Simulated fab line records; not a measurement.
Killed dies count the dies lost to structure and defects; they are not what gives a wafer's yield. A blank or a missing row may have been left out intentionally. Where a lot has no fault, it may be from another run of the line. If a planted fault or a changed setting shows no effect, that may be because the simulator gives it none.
Chamber matching || flow n5 finfet || rie diel-04 running N5_GATE_CUT_ETCH_37: 4 sister chambers
The step etches SOC in N2/H2, target depth 60 nm, overetch 12 nm, time 90 s. 4 wafers are shown with their chamber, then 8 later ones without.

== EACH WAFER AND ITS CHAMBER ==
{"wafer": "L227.2", "chamber": 3, "drypump motor current A (A)": 5.3}
{"wafer": "L230.4", "chamber": 0, "drypump motor current A (A)": 5.1}
{"wafer": "L230.5", "chamber": 2, "drypump motor current A (A)": 5.0}
{"wafer": "L232.1", "chamber": 1, "drypump motor current A (A)": 6.2}

== WAFERS WHOSE CHAMBER IS MISSING ==
{"wafer": "L232.2", "drypump motor current A (A)": 5.0}
{"wafer": "L232.6", "drypump motor current A (A)": 6.1}
{"wafer": "L239.3", "drypump motor current A (A)": 5.2}
{"wafer": "L239.5", "drypump motor current A (A)": 5.1}
{"wafer": "L239.6", "drypump motor current A (A)": 6.1}
{"wafer": "L240.1", "drypump motor current A (A)": 5.1}
{"wafer": "L240.4", "drypump motor current A (A)": 6.2}
{"wafer": "L240.5", "drypump motor current A (A)": 5.3}

== WHICH CHAMBER EACH WENT THROUGH ==
{"wafer": "L232.2", "from the rows above": "can't be placed: 2 or 0", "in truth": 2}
{"wafer": "L232.6", "from the rows above": 1, "in truth": 1}
{"wafer": "L239.3", "from the rows above": "can't be placed: 3 or 0 or 2", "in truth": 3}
{"wafer": "L239.5", "from the rows above": "can't be placed: 0 or 2", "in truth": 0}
{"wafer": "L239.6", "from the rows above": 1, "in truth": 1}
{"wafer": "L240.1", "from the rows above": "can't be placed: 0 or 2", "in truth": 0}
{"wafer": "L240.4", "from the rows above": 1, "in truth": 1}
{"wafer": "L240.5", "from the rows above": 3, "in truth": 3}
Correctly placed: 4 of 8. These rows do not allow placing 4 (true chamber among the candidates in 4). Placed wrongly: 0.
How it was worked out, from the rows above alone: a wafer's distance from a chamber is the root of the sum, over the readings, of the square of ((its reading less the chamber's mean) divided by the reading's scatter). If the next closest chamber is less than 2 further off than the closest, the wafer can't be placed; otherwise it belongs to the closest. Each chamber's mean is taken over the wafers shown for it. The scatter (one wafer shown for each chamber): square how far every hidden wafer sits from the nearest shown wafer, average those squares and take the square root.
